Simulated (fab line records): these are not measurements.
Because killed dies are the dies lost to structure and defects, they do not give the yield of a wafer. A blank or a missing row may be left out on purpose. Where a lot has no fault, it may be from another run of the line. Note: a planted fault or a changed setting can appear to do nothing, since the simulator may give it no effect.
A struck lot beside a sound one ; flow nand harc ; 14 steps out of a route of 1159
Sound: wafers L592.1, L592.3, L592.6. Struck: wafer L597.4. (L597.1, L597.3 of the same lot were not struck and are left out.) The cause comes at the end.
For every step that has rows: the tool of each side, followed by ch and its chambers, followed by its first start. Under that, the readings that differ: sound wafers ; struck wafers ; difference of the means ; sigmas: that difference in standard deviations of wafers without a fault.
alike: a reading whose means differ by less than 2 such deviations, as well as words and numbers matching on both sides. not compared: withheld readings; readings where some wafer has no value; bounds like >300 that might hide an equal value; numbers whose values overlap and for which the record gives no deviation.
Wherever a step has rows on one side only, a row that says differs or no value, or a row with sigmas, the two part there. When numbers do not overlap yet have no deviation, they are printed without sigmas and do not part them. Lack of a reading on every wafer of one side parts them only where that side has two or more wafers.

first, 1 step without rows for these wafers: NHARC_A_CONTACT_ETCH_138 (etches the open film in C4F8/O2/Ar, time 132 s, target depth 1289 nm).
NHARC_A_CONTACT_ETCH_139: etches the open film in C4F8/O2/Ar, time 137 s, target depth 590 nm.
  sound on har cap etch-03 ch 0,1, day 17 03:08; struck on har cap etch-02 ch 1, day 18 04:09
  not compared: rf hours counter h
NHARC_A_CONTACT_ETCH_92: etches the open film in CH3F/O2, target depth 40 nm, time 85.7 s.
  sound on rie diel-08 ch 0,1,3, day 17 03:30; struck on rie diel-08 ch 0, day 18 04:34
  alike: bias w, drypump motor current A, oes product au, rf vpp V, showerhead plenum p Torr, throttle valve pct
  not compared: rf hours counter h
NHARC_A_CONTACT_ETCH_98: etches the open film in C4F6/O2, target depth 20 nm, time 10 s.
  sound on rie diel-08 ch 0,1, day 17 03:41; struck on rie diel-08 ch 3
reading;sound;struck;difference;sigmas
throttle valve pct (%);26.891 26.898 26.899;26.913;+0.017;+2
  alike: bias w, drypump motor current A, oes product au, rf vpp V, showerhead plenum p Torr
  not compared: rf hours counter h
NHARC_A_CONTACT_CD_MEAS_15:
  sound on cd sem-01, day 17 03:46; struck on cd sem-02, day 18 04:47
  alike: cd nm
then, 3 steps without rows for these wafers: NHARC_A_CONTACT_STRIP_107 (strips in N2/H2); NHARC_A_CONTACT_STRIP_108 (strips in CF4/CHF3); NHARC_A_CONTACT_STRIP_109 (strips in O2/COS).
NHARC_A_CONTACT_ETCH_110: etches the open film in CF4/O2, target depth 50 nm, overetch 5 nm, time 27.5 s.
  sound on rie diel-04 ch 1,2, day 17 04:38; struck on rie diel-04 ch 1, day 18 05:04
  alike: bias w, drypump motor current A, oes product au, rf vpp V, showerhead plenum p Torr, throttle valve pct
  not compared: rf hours counter h
NHARC_A_CONTACT_STRIP_26: strips in O2.
  sound: rie diel-04 ch 1,2; struck: rie diel-04 ch 3
  alike: drypump motor current A, oes product au, rf vpp V, showerhead plenum p Torr, throttle valve pct
  not compared: rf hours counter h
then, 2 steps without rows for these wafers: NHARC_A_CONTACT_STRIP_27 (strips in post etch residue remover, time 600 s); NHARC_A_CONTACT_ALD_18 (deposits TiN, target thk 3 nm, pulse time 1 s, ald cycles 150).
NHARC_A_CONTACT_CVD_19: deposits W, target thk 300 nm, time 802 s.
  sound on cvd w-02 ch 0,1, day 17 10:35; struck on cvd w-02 ch 0, day 18 11:16
reading;sound;struck;difference;sigmas
throttle valve pct (%);7.4 8.3 8.4;7.2;-0.8;-2
  alike: heater power w
NHARC_A_CONTACT_CMP_20: polishes, t overpolish 30 s, target thk 300 nm.
  sound on cmp-04 ch 1,2,3, day 17 11:23; struck on cmp-01 ch 1, day 18 12:10
reading;sound;struck;difference;sigmas
time to endpoint s (s);61.4 57.0 57.9;87.3;+28.5;+11
  alike: motor current A, overpolish run s

WHERE THEY PART
Last at NHARC_A_CONTACT_CMP_20 as far as this record goes, first at NHARC_A_CONTACT_ETCH_98.

WHY: what the simulator had put in
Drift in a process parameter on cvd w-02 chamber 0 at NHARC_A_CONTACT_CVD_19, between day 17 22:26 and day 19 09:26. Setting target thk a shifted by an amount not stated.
